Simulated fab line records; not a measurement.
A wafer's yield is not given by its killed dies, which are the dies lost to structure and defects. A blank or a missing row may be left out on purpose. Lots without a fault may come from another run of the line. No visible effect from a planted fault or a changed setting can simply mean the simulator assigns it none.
Which tool is to blame? -- flow nand harc -- Sampling: 12 lots, 36 wafers, 3 of 1302 route steps

## WHAT EACH GAUGE READ, for each wafer
NHARC_P_ZERO_WELL_CD_MEAS_24 targets a cd of 720 nm.
lot,measured,on,cd nm (nm)
L886,day 2 08:38,cd sem-02,721.1 719.8 720.5
L888,day 3 04:37,cd sem-03,717.8 719.2 718.1
L889,day 3 14:35,cd sem-03,717.0 719.7 717.9
L890,day 4 00:59,cd sem-02,719.7 718.2 722.0
L893,day 5 06:44,cd sem-01,716.9 717.9 715.6
L901,day 8 14:29,cd sem-01,720.2 720.0 718.8
L903,day 9 10:31,cd sem-02,717.2 716.6 719.0
L904,day 9 20:59,cd sem-01,720.0 721.2 722.5
L905,day 10 06:35,cd sem-03,717.3 718.2 720.6
L906,day 10 16:28,cd sem-02,717.8 716.3 719.8
L907,day 11 02:29,cd sem-02,714.8 715.3 718.2
L908,day 11 12:30,cd sem-03,719.3 718.4 721.9

NHARC_P_ZERO_WELL_CD_MEAS_52 targets a cd of 2000 nm.
lot,measured,on,cd nm (nm)
L886,day 2 11:54,cd sem-02,1998.9 1998.2 2000.9
L888,day 3 07:47,cd sem-02,1998.8 1999.6 2002.8
L889,day 3 17:52,cd sem-02,1999.0 2000.3 1998.7
L890,day 4 04:16,cd sem-03,1997.8 2002.0 1999.8
L893,day 5 09:46,cd sem-03,1981.3 1983.9 1983.1
L901,day 8 17:39,cd sem-03,1998.2 2000.6 1999.5
L903,day 9 13:40,cd sem-03,2003.1 1998.3 1998.6
L904,day 10 00:10,cd sem-01,2000.6 1997.4 2000.6
L905,day 10 09:53,cd sem-03,1999.7 1998.9 2000.7
L906,day 10 19:36,cd sem-01,1999.3 1998.4 1999.1
L907,day 11 05:38,cd sem-03,1999.6 2001.3 2001.3
L908,day 11 15:41,cd sem-03,1996.9 2001.8 2000.3

## WHICH TOOL RAN EACH LOT (tool, then ch and the chambers of the sampled wafers, then the start)
lot,NHARC_P_ZERO_WELL_EXPOSE_49
L886,"krf scanner-03 ch 0, day 2 11:46"
L888,"krf scanner-01 ch 0, day 3 07:38"
L889,"krf scanner-03 ch 0, day 3 17:43"
L890,"krf scanner-01 ch 0, day 4 04:07"
L893,"krf scanner-01 ch 0, day 5 09:36"
L901,"krf scanner-01 ch 0, day 8 17:30"
L903,"krf scanner-01 ch 0, day 9 13:30"
L904,"krf scanner-01 ch 0, day 10 00:01"
L905,"krf scanner-04 ch 0, day 10 09:44"
L906,"krf scanner-01 ch 0, day 10 19:27"
L907,"krf scanner-01 ch 0, day 11 05:29"
L908,"krf scanner-04 ch 0, day 11 15:32"
- NHARC_P_ZERO_WELL_EXPOSE_49: exposes mask P HVPW, target cd 2000 nm.

## WHAT THE TOOLS THEMSELVES READ (means of the sampled wafers that have a number; where no wafer has one, the mark that the record gives instead)
The record holds no such reading with a usual standard deviation.

## THE ANSWER, worked out from the rows above alone
Rule: usual is defined by the lots themselves. Put in order of their means at a reading, lots are off if they are a third of the lots or fewer, leave a main group of 4 or more, and stand apart from it by a gap of 3 or more times the standard deviation of the main group's means; of several such gaps the widest counts. The tables above print the reading to a certain number of digits; a main group whose means all agree to those digits is not used. A lot without any number at a reading at which 4 lots or more have one is off too. Where the step has rows for the other lots, those lots are counted as sound. Order of review: gauges by route order, followed by the tools' own readings, for which a lot's mean as printed above is used. The first step at which some lot is off is used, and at that step the reading that is off furthest; a lot without a number counts as furthest.
Off, at NHARC_P_ZERO_WELL_CD_MEAS_52 on cd nm: L893. For the main group the mean is 1999.7 nm and the standard deviation 0.49.
A tool fits if, at a process step before that reading, it ran every lot that is off, and no sound lot after the first of them. Gauges at NHARC_P_ZERO_WELL_CD_MEAS_52: tried the same way as those tools. Not one of the candidates tried fits.

## WHAT THE SIMULATOR HAD INSERTED
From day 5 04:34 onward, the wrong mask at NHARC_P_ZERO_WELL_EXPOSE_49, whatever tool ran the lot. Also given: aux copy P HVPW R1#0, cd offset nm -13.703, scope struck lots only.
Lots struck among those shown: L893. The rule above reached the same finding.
